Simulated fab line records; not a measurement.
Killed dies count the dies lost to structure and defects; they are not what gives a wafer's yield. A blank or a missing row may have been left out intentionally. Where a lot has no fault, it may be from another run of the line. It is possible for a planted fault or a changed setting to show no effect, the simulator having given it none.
Which tool is to blame? | flow n5-finfet | 24 lots, 72 wafers sampled, at 6 steps of a route of 1938

WHAT EACH GAUGE READ, for each wafer
N5_BEOL_M5_RS_MEAS_57: a four-point-probe measurement. Usual: for M5_RS the level is 0.382 ohm/sq and the standard deviation is 0.013.
lot  | measured     | on            | M5_RS (ohm/sq)    | flag
L074 | day 8 04:50  | film-metro-01 | 0.349 0.377 0.391 |
L076 | day 8 12:18  | film-metro-02 | 0.388 0.392 0.400 |
L075 | day 8 15:14  | film-metro-01 | 0.381 0.387 0.392 |
L077 | day 9 12:45  | film-metro-01 | 0.381 0.395 0.372 |
L079 | day 9 17:57  | film-metro-02 | 0.381 0.376 0.390 |
L078 | day 9 19:50  | film-metro-01 | 0.368 0.388 0.361 |
L081 | day 9 22:21  | film-metro-02 | 0.375 0.373 0.402 |
L080 | day 10 02:05 | film-metro-02 | 0.394 0.392 0.382 |
L082 | day 10 02:13 | film-metro-01 | 0.395 0.381 0.376 |
L083 | day 10 14:01 | film-metro-02 | 0.388 0.377 0.401 |
L084 | day 10 17:49 | film-metro-02 | 0.383 0.383 0.403 |
L085 | day 11 03:24 | film-metro-01 | 0.366 0.376 0.394 |
L086 | day 11 13:02 | film-metro-01 | 0.378 0.385 0.395 |
L088 | day 11 17:13 | film-metro-01 | 0.379 0.406 0.374 |
L087 | day 11 21:19 | film-metro-01 | 0.362 0.370 0.364 |
L089 | day 12 09:29 | film-metro-02 | 0.378 0.391 0.376 |
L090 | day 12 14:36 | film-metro-01 | 0.365 0.383 0.380 |
L091 | day 12 14:31 | film-metro-02 | 0.407 0.361 0.385 |
L092 | day 12 16:34 | film-metro-02 | 0.396 0.381 0.368 |
L093 | day 12 23:51 | film-metro-02 | 0.376 0.371 0.368 |
L094 | day 13 07:50 | film-metro-02 | 0.369 0.373 0.370 |
L095 | day 13 14:01 | film-metro-01 | 0.394 0.383 0.374 |
L096 | day 14 09:10 | film-metro-02 | 0.377 0.390 0.386 |
L097 | day 14 10:47 | film-metro-01 | 0.398 0.390 0.375 |

WHICH TOOL RAN EACH LOT (tool, then ch and the chambers of the sampled wafers, then the start)
lot  | N5_BEOL_M5_ETCH_61                 | N5_BEOL_M5_ETCH_41                            | N5_BEOL_M5_STRIP_91                           | N5_BEOL_M5_CURE_80            | N5_BEOL_M5_PRE_CLEAN_45
L074 | rie-diel-01 ch 0,2,3, day 7 18:28  | rie-diel-01 ch 0,2,3, day 7 19:53 or earlier  | rie-diel-01 ch 0,2,3, day 7 19:53 or earlier  | uv-cure-03 ch 1, day 7 19:53  | pvd-sputter-03, day 7 22:10
L076 | rie-diel-02 ch 0,2, day 8 03:43    | rie-diel-02 ch 0,2,3, day 8 05:50 or earlier  | rie-diel-02 ch 0,2,3, day 8 05:50 or earlier  | uv-cure-02 ch 0, day 8 05:50  | pvd-sputter-01, day 8 06:16
L075 | rie-diel-01 ch 0,2,3, day 8 06:25  | rie-diel-02 ch 1,2,3, day 8 07:58 or earlier  | rie-diel-02 ch 1,2,3, day 8 07:58 or earlier  | uv-cure-02 ch 1, day 8 07:58  | pvd-sputter-03, day 8 08:25
L077 | rie-diel-04 ch 0,1,2, day 9 04:20  | rie-diel-04 ch 2,3, day 9 05:59 or earlier    | rie-diel-04 ch 2,3, day 9 05:59 or earlier    | uv-cure-03 ch 0, day 9 05:59  | pvd-sputter-01, day 9 06:31
L079 | rie-diel-01 ch 0,1,2, day 9 06:56  | rie-diel-02 ch 0,3, day 9 11:12 or earlier    | rie-diel-02 ch 0,3, day 9 11:12 or earlier    | uv-cure-02 ch 0, day 9 11:12  | pvd-sputter-03, day 9 11:32
L078 | rie-diel-01 ch 0,2, day 9 11:55    | rie-diel-01 ch 0,3, day 9 13:22 or earlier    | rie-diel-01 ch 0,3, day 9 13:22 or earlier    | uv-cure-02 ch 2, day 9 13:22  | pvd-sputter-02, day 9 13:48
L081 | rie-diel-04 ch 0,2,3, day 9 12:46  | rie-diel-04 ch 0,3, day 9 14:18 or earlier    | rie-diel-04 ch 0,3, day 9 14:18 or earlier    | uv-cure-02 ch 2, day 9 14:18  | pvd-sputter-02, day 9 14:34
L080 | rie-diel-01 ch 0,1,3, day 9 14:24  | rie-diel-02 ch 0,1, day 9 17:51 or earlier    | rie-diel-02 ch 0,1, day 9 17:51 or earlier    | uv-cure-02 ch 2, day 9 17:51  | pvd-sputter-02, day 9 18:40
L082 | rie-diel-01 ch 0,1, day 9 14:47    | rie-diel-01 ch 1,2, day 9 18:20 or earlier    | rie-diel-01 ch 1,2, day 9 18:20 or earlier    | uv-cure-02 ch 0, day 9 18:20  | pvd-sputter-01, day 9 18:53
L083 | rie-diel-01 ch 0,1,2, day 10 05:41 | rie-diel-02 ch 0,1,2, day 10 07:23 or earlier | rie-diel-02 ch 0,1,2, day 10 07:23 or earlier | uv-cure-03 ch 0, day 10 07:23 | pvd-sputter-03, day 10 07:52
L084 | rie-diel-01 ch 0,2,3, day 10 08:48 | rie-diel-01 ch 0,2,3, day 10 11:09 or earlier | rie-diel-01 ch 0,2,3, day 10 11:09 or earlier | uv-cure-02 ch 1, day 10 11:09 | pvd-sputter-03, day 10 11:34
L085 | rie-diel-01 ch 0,1,2, day 10 18:08 | rie-diel-04 ch 1,2,3, day 10 19:34 or earlier | rie-diel-04 ch 1,2,3, day 10 19:34 or earlier | uv-cure-02 ch 0, day 10 19:34 | pvd-sputter-01, day 10 20:00
L086 | rie-diel-02 ch 1,2,3, day 11 04:42 | rie-diel-02 ch 1,3, day 11 06:32 or earlier   | rie-diel-02 ch 1,3, day 11 06:32 or earlier   | uv-cure-02 ch 2, day 11 06:32 | pvd-sputter-03, day 11 07:05
L088 | rie-diel-04 ch 0,1, day 11 07:24   | rie-diel-02 ch 1,3, day 11 10:43 or earlier   | rie-diel-02 ch 1,3, day 11 10:43 or earlier   | uv-cure-03 ch 2, day 11 10:43 | pvd-sputter-03, day 11 11:08
L087 | rie-diel-01 ch 1,2, day 11 11:24   | rie-diel-02 ch 0,1,3, day 11 14:14 or earlier | rie-diel-02 ch 0,1,3, day 11 14:14 or earlier | uv-cure-03 ch 1, day 11 14:14 | pvd-sputter-02, day 11 14:36
L089 | rie-diel-04 ch 1,2,3, day 12 00:28 | rie-diel-02 ch 0,2,3, day 12 02:31 or earlier | rie-diel-02 ch 0,2,3, day 12 02:31 or earlier | uv-cure-02 ch 2, day 12 02:31 | pvd-sputter-02, day 12 03:16
L090 | rie-diel-01 ch 1,2,3, day 12 02:46 | rie-diel-01 ch 0,1,3, day 12 06:28 or earlier | rie-diel-01 ch 0,1,3, day 12 06:28 or earlier | uv-cure-01 ch 0, day 12 06:28 | pvd-sputter-03, day 12 08:37
L091 | rie-diel-02 ch 0,2, day 12 03:04   | rie-diel-04 ch 1,2,3, day 12 06:02 or earlier | rie-diel-04 ch 1,2,3, day 12 06:02 or earlier | uv-cure-03 ch 2, day 12 06:02 | pvd-sputter-01, day 12 08:34
L092 | rie-diel-02 ch 0,2,3, day 12 06:17 | rie-diel-04 ch 0,1,3, day 12 09:12 or earlier | rie-diel-04 ch 0,1,3, day 12 09:12 or earlier | uv-cure-03 ch 2, day 12 09:12 | pvd-sputter-03, day 12 10:13
L093 | rie-diel-02 ch 0,1,2, day 12 14:19 | rie-diel-04 ch 1,2, day 12 17:17 or earlier   | rie-diel-04 ch 1,2, day 12 17:17 or earlier   | uv-cure-03 ch 2, day 12 17:17 | pvd-sputter-02, day 12 17:37
L094 | rie-diel-02 ch 0,1,2, day 12 23:13 | rie-diel-01 ch 0,1,3, day 13 01:17 or earlier | rie-diel-01 ch 0,1,3, day 13 01:17 or earlier | uv-cure-03 ch 1, day 13 01:17 | pvd-sputter-03, day 13 01:53
L095 | rie-diel-01 ch 1,3, day 13 06:10   | rie-diel-01 ch 0,2, day 13 07:43 or earlier   | rie-diel-01 ch 0,2, day 13 07:43 or earlier   | uv-cure-03 ch 0, day 13 07:43 | pvd-sputter-03, day 13 08:05
L096 | rie-diel-02 ch 0,1,3, day 13 22:26 | rie-diel-04 ch 0,2, day 14 01:52 or earlier   | rie-diel-04 ch 0,2, day 14 01:52 or earlier   | uv-cure-02 ch 0, day 14 01:52 | pvd-sputter-03, day 14 03:04
L097 | rie-diel-04 ch 0,2, day 14 02:14   | rie-diel-02 ch 1,3, day 14 03:56 or earlier   | rie-diel-02 ch 1,3, day 14 03:56 or earlier   | uv-cure-02 ch 0, day 14 03:56 | pvd-sputter-02, day 14 04:46
- N5_BEOL_M5_ETCH_61: etches SiARC in CF4, target depth 15.6 nm, time 26 s.
- N5_BEOL_M5_ETCH_41: etches SiCN in CH3F/O2, target depth 31.5 nm, time 56.7 s.
- N5_BEOL_M5_STRIP_91: strips in N2/H2, time 10 s.
- N5_BEOL_M5_CURE_80: cures SiCOH lowk, time 120 s.
- N5_BEOL_M5_PRE_CLEAN_45: time 30 s.

AS READ BY THE TOOLS THEMSELVES (means over the sampled wafers that have a number; for cases with no such wafer, the mark the record gives instead)
N5_BEOL_M5_ETCH_61. Usual: drypump-motor-current-A 5.5 A, standard deviation 0.44; etch-rf-on-time-s 25.6 s, standard deviation 0.73; oes-product-au 0.69 a.u., standard deviation 0.094; rf-vpp-V 184.2 V, standard deviation 1.2; showerhead-plenum-p-Torr 2.16 Torr, standard deviation 0.066; throttle-valve-pct 15.5 %, standard deviation 0.31.
lot  | tool        | drypump-motor-current-A (A) | etch-rf-on-time-s (s) | oes-product-au (a.u.) | rf-vpp-V (V) | showerhead-plenum-p-Torr (Torr) | throttle-valve-pct (%) | flag
L074 | rie-diel-01 | 5.5                         | 25.5                  | 0.66                  | 185.2        | 2.20                            | 15.7                   |
L076 | rie-diel-02 | 5.6                         | 26.6                  | 0.59                  | 184.9        | 2.15                            | 15.5                   |
L075 | rie-diel-01 | 5.5                         | 25.5                  | 0.65                  | 184.3        | 2.20                            | 15.7                   |
L077 | rie-diel-04 | 5.1                         | 25.4                  | 0.81                  | 184.9        | 2.19                            | 15.3                   |
L079 | rie-diel-01 | 5.6                         | 25.1                  | 0.73                  | 184.2        | 2.16                            | 15.4                   |
L078 | rie-diel-01 | 5.4                         | 26.0                  | 0.65                  | 184.5        | 2.17                            | 15.7                   |
L081 | rie-diel-04 | 5.3                         | 25.5                  | 0.72                  | 183.9        | 2.14                            | 15.6                   |
L080 | rie-diel-01 | 5.7                         | 24.8                  | 0.72                  | 183.7        | 2.19                            | 15.4                   |
L082 | rie-diel-01 | 5.6                         | 24.9                  | 0.76                  | 185.2        | 2.19                            | 15.3                   |
L083 | rie-diel-01 | 5.6                         | 25.0                  | 0.72                  | 184.2        | 2.16                            | 15.5                   |
L084 | rie-diel-01 | 5.5                         | 25.5                  | 0.64                  | 184.3        | 2.19                            | 15.7                   |
L085 | rie-diel-01 | 5.6                         | 25.4                  | 0.71                  | 185.1        | 2.15                            | 15.5                   |
L086 | rie-diel-02 | 5.2                         | 26.1                  | 0.64                  | 184.1        | 2.15                            | 15.7                   |
L088 | rie-diel-04 | 5.3                         | 25.6                  | 0.78                  | 183.5        | 2.13                            | 15.3                   |
L087 | rie-diel-01 | 5.6                         | 25.7                  | 0.67                  | 184.1        | 2.11                            | 15.6                   |
L089 | rie-diel-04 | 5.2                         | 25.8                  | 0.70                  | 184.2        | 2.16                            | 15.6                   |
L090 | rie-diel-01 | 5.7                         | 25.5                  | 0.67                  | 184.3        | 2.14                            | 15.5                   |
L091 | rie-diel-02 | 5.6                         | 26.6                  | 0.65                  | 184.0        | 2.14                            | 15.4                   |
L092 | rie-diel-02 | 5.5                         | 26.5                  | 0.68                  | 183.4        | 2.13                            | 15.4                   |
L093 | rie-diel-02 | 5.7                         | 26.1                  | 0.66                  | 183.7        | 2.18                            | 15.5                   |
L094 | rie-diel-02 | 5.7                         | 26.0                  | 0.66                  | 184.3        | 2.17                            | 15.5                   |
L095 | rie-diel-01 | 5.8                         | 25.1                  | 0.66                  | 184.7        | 2.17                            | 15.5                   |
L096 | rie-diel-02 | 5.7                         | 25.8                  | 0.69                  | 183.4        | 2.16                            | 15.5                   |
L097 | rie-diel-04 | 5.2                         | 25.4                  | 0.73                  | 184.3        | 2.15                            | 15.4                   |

N5_BEOL_M5_ETCH_41. Usual: drypump-motor-current-A 5.4 A, standard deviation 0.5; oes-product-au 0.81 a.u., standard deviation 0.1; rf-vpp-V 297.6 V, standard deviation 1.6; showerhead-plenum-p-Torr 2.02 Torr, standard deviation 0.071; throttle-valve-pct 16.24 %, standard deviation 0.26.
lot  | tool        | drypump-motor-current-A (A) | oes-product-au (a.u.) | rf-vpp-V (V) | showerhead-plenum-p-Torr (Torr) | throttle-valve-pct (%) | flag
L074 | rie-diel-01 | 5.5                         | 0.76                  | 298.2        | 2.06                            | 16.35                  |
L076 | rie-diel-02 | 5.5                         | 0.75                  | 296.7        | 2.00                            | 16.26                  |
L075 | rie-diel-02 | 5.2                         | 0.78                  | 297.4        | 2.01                            | 16.36                  |
L077 | rie-diel-04 | 5.1                         | 0.83                  | 298.7        | 2.05                            | 16.32                  |
L079 | rie-diel-02 | 6.0                         | 0.93                  | 297.8        | 2.02                            | 15.92                  |
L078 | rie-diel-01 | 5.4                         | 0.78                  | 298.6        | 2.10                            | 16.28                  |
L081 | rie-diel-04 | 5.6                         | 0.85                  | 296.6        | 1.93                            | 16.25                  |
L080 | rie-diel-02 | 6.2                         | 0.88                  | 298.3        | 2.06                            | 16.00                  |
L082 | rie-diel-01 | 5.8                         | 0.89                  | 296.3        | 1.97                            | 16.03                  |
L083 | rie-diel-02 | 5.7                         | 0.79                  | 298.7        | 2.04                            | 16.19                  |
L084 | rie-diel-01 | 5.5                         | 0.74                  | 297.9        | 2.05                            | 16.38                  |
L085 | rie-diel-04 | 5.2                         | 0.84                  | 297.8        | 2.02                            | 16.24                  |
L086 | rie-diel-02 | 5.4                         | 0.76                  | 298.0        | 2.04                            | 16.49                  |
L088 | rie-diel-02 | 5.2                         | 0.79                  | 297.5        | 1.99                            | 16.42                  |
L087 | rie-diel-02 | 5.7                         | 0.83                  | 297.4        | 2.02                            | 16.22                  |
L089 | rie-diel-02 | 5.5                         | 0.81                  | 297.6        | 1.99                            | 16.14                  |
L090 | rie-diel-01 | 5.7                         | 0.81                  | 297.7        | 2.04                            | 16.16                  |
L091 | rie-diel-04 | 5.2                         | 0.82                  | 298.5        | 2.01                            | 16.26                  |
L092 | rie-diel-04 | 5.5                         | 0.83                  | 296.4        | 1.95                            | 16.22                  |
L093 | rie-diel-04 | 4.8                         | 0.88                  | 299.4        | 2.10                            | 16.11                  |
L094 | rie-diel-01 | 5.7                         | 0.80                  | 297.9        | 2.04                            | 16.17                  |
L095 | rie-diel-01 | 5.3                         | 0.76                  | 299.3        | 2.06                            | 16.41                  |
L096 | rie-diel-04 | 4.9                         | 0.85                  | 297.7        | 2.07                            | 16.19                  |
L097 | rie-diel-02 | 5.2                         | 0.78                  | 296.3        | 1.98                            | 16.46                  |

N5_BEOL_M5_STRIP_91. Usual: drypump-motor-current-A 5.4 A, standard deviation 0.5; oes-product-au 0.81 a.u., standard deviation 0.098; rf-vpp-V 59.3 V, standard deviation 0.93; showerhead-plenum-p-Torr 2.56 Torr, standard deviation 0.088; throttle-valve-pct 23.55 %, standard deviation 0.28.
lot  | tool        | drypump-motor-current-A (A) | oes-product-au (a.u.) | rf-vpp-V (V) | showerhead-plenum-p-Torr (Torr) | throttle-valve-pct (%) | flag
L074 | rie-diel-01 | 5.5                         | 0.75                  | 58.8         | 2.62                            | 23.60                  |
L076 | rie-diel-02 | 5.5                         | 0.76                  | 58.7         | 2.54                            | 23.74                  |
L075 | rie-diel-02 | 5.2                         | 0.79                  | 59.2         | 2.54                            | 23.64                  |
L077 | rie-diel-04 | 5.1                         | 0.83                  | 58.9         | 2.61                            | 23.66                  |
L079 | rie-diel-02 | 6.0                         | 0.95                  | 59.1         | 2.57                            | 23.46                  |
L078 | rie-diel-01 | 5.4                         | 0.78                  | 60.0         | 2.66                            | 23.51                  |
L081 | rie-diel-04 | 5.6                         | 0.84                  | 59.1         | 2.45                            | 23.54                  |
L080 | rie-diel-02 | 6.2                         | 0.89                  | 60.5         | 2.61                            | 23.31                  |
L082 | rie-diel-01 | 5.8                         | 0.88                  | 59.5         | 2.49                            | 23.16                  |
L083 | rie-diel-02 | 5.7                         | 0.79                  | 59.4         | 2.58                            | 23.44                  |
L084 | rie-diel-01 | 5.5                         | 0.74                  | 60.4         | 2.61                            | 23.64                  |
L085 | rie-diel-04 | 5.2                         | 0.84                  | 59.6         | 2.57                            | 23.61                  |
L086 | rie-diel-02 | 5.4                         | 0.78                  | 58.5         | 2.56                            | 23.60                  |
L088 | rie-diel-02 | 5.2                         | 0.80                  | 58.1         | 2.52                            | 23.75                  |
L087 | rie-diel-02 | 5.7                         | 0.83                  | 60.2         | 2.56                            | 23.54                  |
L089 | rie-diel-02 | 5.5                         | 0.82                  | 59.6         | 2.53                            | 23.60                  |
L090 | rie-diel-01 | 5.7                         | 0.81                  | 59.3         | 2.58                            | 23.26                  |
L091 | rie-diel-04 | 5.2                         | 0.83                  | 58.8         | 2.56                            | 23.63                  |
L092 | rie-diel-04 | 5.5                         | 0.83                  | 59.4         | 2.49                            | 23.56                  |
L093 | rie-diel-04 | 4.9                         | 0.88                  | 58.9         | 2.67                            | 23.56                  |
L094 | rie-diel-01 | 5.7                         | 0.79                  | 59.7         | 2.57                            | 23.26                  |
L095 | rie-diel-01 | 5.3                         | 0.76                  | 59.2         | 2.62                            | 23.75                  |
L096 | rie-diel-04 | 4.9                         | 0.85                  | 59.9         | 2.62                            | 23.58                  |
L097 | rie-diel-02 | 5.2                         | 0.79                  | 59.3         | 2.51                            | 23.78                  |

N5_BEOL_M5_CURE_80. Usual: lamp-power-pct 52.32 %, standard deviation 0.056; wafer_temp_C_max 371.8, standard deviation 0.6.
lot  | tool       | lamp-power-pct (%) | wafer_temp_C_max | flag
L074 | uv-cure-03 | 52.33              | 372.5            |
L076 | uv-cure-02 | 52.30              | 371.4            |
L075 | uv-cure-02 | 52.31              | 372.7            |
L077 | uv-cure-03 | 52.35              | 371.1            |
L079 | uv-cure-02 | 52.36              | 372.2            |
L078 | uv-cure-02 | 52.32              | 372.3            |
L081 | uv-cure-02 | 52.35              | 372.2            |
L080 | uv-cure-02 | 52.35              | 372.2            |
L082 | uv-cure-02 | 52.30              | 372.2            |
L083 | uv-cure-03 | 52.30              | 371.3            |
L084 | uv-cure-02 | 52.30              | 373.3            |
L085 | uv-cure-02 | 52.30              | 371.7            |
L086 | uv-cure-02 | 52.27              | 371.9            |
L088 | uv-cure-03 | 52.33              | 371.3            |
L087 | uv-cure-03 | 52.29              | 372.1            |
L089 | uv-cure-02 | 52.32              | 372.1            |
L090 | uv-cure-01 | 52.28              | 371.4            |
L091 | uv-cure-03 | 52.31              | 371.6            |
L092 | uv-cure-03 | 52.32              | 371.4            |
L093 | uv-cure-03 | 52.26              | 371.4            |
L094 | uv-cure-03 | 52.29              | 372.2            |
L095 | uv-cure-03 | 52.38              | 370.9            |
L096 | uv-cure-02 | 52.30              | 371.8            |
L097 | uv-cure-02 | 52.28              | 372.1            |

N5_BEOL_M5_PRE_CLEAN_45. Usual: heater-power-w 355 W, standard deviation 51.
lot  | tool           | heater-power-w (W) | flag
L074 | pvd-sputter-03 | 319                |
L076 | pvd-sputter-01 | 367                |
L075 | pvd-sputter-03 | 358                |
L077 | pvd-sputter-01 | 373                |
L079 | pvd-sputter-03 | 359                |
L078 | pvd-sputter-02 | 344                |
L081 | pvd-sputter-02 | 324                |
L080 | pvd-sputter-02 | 394                |
L082 | pvd-sputter-01 | 381                |
L083 | pvd-sputter-03 | 327                |
L084 | pvd-sputter-03 | 361                |
L085 | pvd-sputter-01 | 395                |
L086 | pvd-sputter-03 | 321                |
L088 | pvd-sputter-03 | 363                |
L087 | pvd-sputter-02 | 399                |
L089 | pvd-sputter-02 | 395                |
L090 | pvd-sputter-03 | 362                |
L091 | pvd-sputter-01 | 378                |
L092 | pvd-sputter-03 | 351                |
L093 | pvd-sputter-02 | 369                |
L094 | pvd-sputter-03 | 386                |
L095 | pvd-sputter-03 | 344                |
L096 | pvd-sputter-03 | 381                |
L097 | pvd-sputter-02 | 384                |

THE ANSWER, worked out from the rows above alone
Rule: lot off if the mean of its wafers having a number is beyond 3 standard deviations from the usual mean. Also off: a lot with no number at a reading for which 4 or more lots have one. Any other lot the step has rows for is counted as sound. First the gauges in route order, then the tools' own readings, where a lot's mean is used as printed above. The first step at which some lot is off is used, and at that step the reading that is off furthest; a lot without a number counts as furthest.
No lot is off at any reading shown: from this, nothing can be told.

WHAT THE SIMULATOR PUT IN
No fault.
